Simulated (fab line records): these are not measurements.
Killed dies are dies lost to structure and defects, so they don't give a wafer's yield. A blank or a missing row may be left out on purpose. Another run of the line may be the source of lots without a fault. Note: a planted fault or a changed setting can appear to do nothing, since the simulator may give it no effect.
Chamber matching | flow n5 finfet | cmp-03 running N5_BEOL_M1_CMP_52: 4 sister chambers
The step polishes, stops on SiOC, t overpolish 6.8 s, target thk 40 nm. 14 wafers are shown with their chamber, then 7 later ones without.

WAFERS, EACH WITH ITS CHAMBER
wafer  | chamber | motor current A (A) | slurry filter dp kPa (kPa) | clearing platen rpm (rpm)
L075.3 | 0       | 4.5                 | 13.32                      | 50.022
L075.5 | 3       | 7.1                 | 13.72                      | 50.009
L075.6 | 0       | 4.6                 | 13.39                      | 49.988
L078.1 | 2       | 4.8                 | 13.42                      | 49.994
L078.4 | 1       | 6.5                 | 13.59                      | 49.965
L078.5 | 2       | 4.7                 | 13.28                      | 49.979
L083.1 | 1       | 6.5                 | 13.63                      | 49.983
L083.2 | 2       | 4.6                 | 13.28                      | 50.007
L083.5 | 2       | 4.9                 | 13.46                      | 50.033
L085.2 | 3       | 7.3                 | 13.54                      | 50.009
L085.5 | 1       | 6.7                 | 13.28                      | 49.971
L085.6 | 0       | 4.6                 | 13.31                      | 50.034
L087.3 | 3       | 7.3                 | 13.50                      | 50.010
L087.5 | 3       | 7.2                 | 13.56                      | 49.979

SIGNATURES (averages over the wafers above)
reading              | chamber 0 | chamber 1 | chamber 2 | chamber 3 | scatter within a chamber
motor current A      | 4.567     | 6.567     | 4.750     | 7.225     | 0.105
slurry filter dp kPa | 13.3400   | 13.5000   | 13.3600   | 13.5800   | 0.115
clearing platen rpm  | 50.01467  | 49.97300  | 50.00325  | 50.00175  | 0.0189
Rule: a wafer lies at a distance from a chamber equal to the root of the sum of squares, over the readings, of (its reading less the chamber's mean, divided by the reading's scatter). If the next closest chamber is less than 2 further off than the closest, the wafer can't be placed; otherwise it belongs to the closest. The scatter: the root of (the sum of the squares of (reading less its chamber's mean) over the shown wafers, divided by (wafers less chambers)).

WAFERS WITHOUT THEIR CHAMBER
wafer  | motor current A (A) | slurry filter dp kPa (kPa) | clearing platen rpm (rpm)
L087.6 | 4.6                 | 13.45                      | 50.021
L091.1 | 6.3                 | 13.34                      | 49.999
L091.4 | 4.6                 | 13.58                      | 50.004
L091.5 | 6.7                 | 13.67                      | 50.012
L093.1 | 6.9                 | 13.51                      | 50.022
L093.4 | 6.9                 | 13.41                      | 50.011
L093.6 | 7.7                 | 13.70                      | 50.003

CHAMBER TAKEN BY EACH
wafer  | from the rows above     | in truth
L087.6 | can't be placed: 0 or 2 | 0
L091.1 | 1                       | 1
L091.4 | can't be placed: 0 or 2 | 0
L091.5 | 1                       | 1
L093.1 | can't be placed: 3 or 1 | 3
L093.4 | can't be placed: 3 or 1 | 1
L093.6 | 3                       | 3
Placed correctly: 3 of 7. From these rows, 4 cannot be placed; in 4 the true chamber is one of the candidates. 0 placed wrongly.
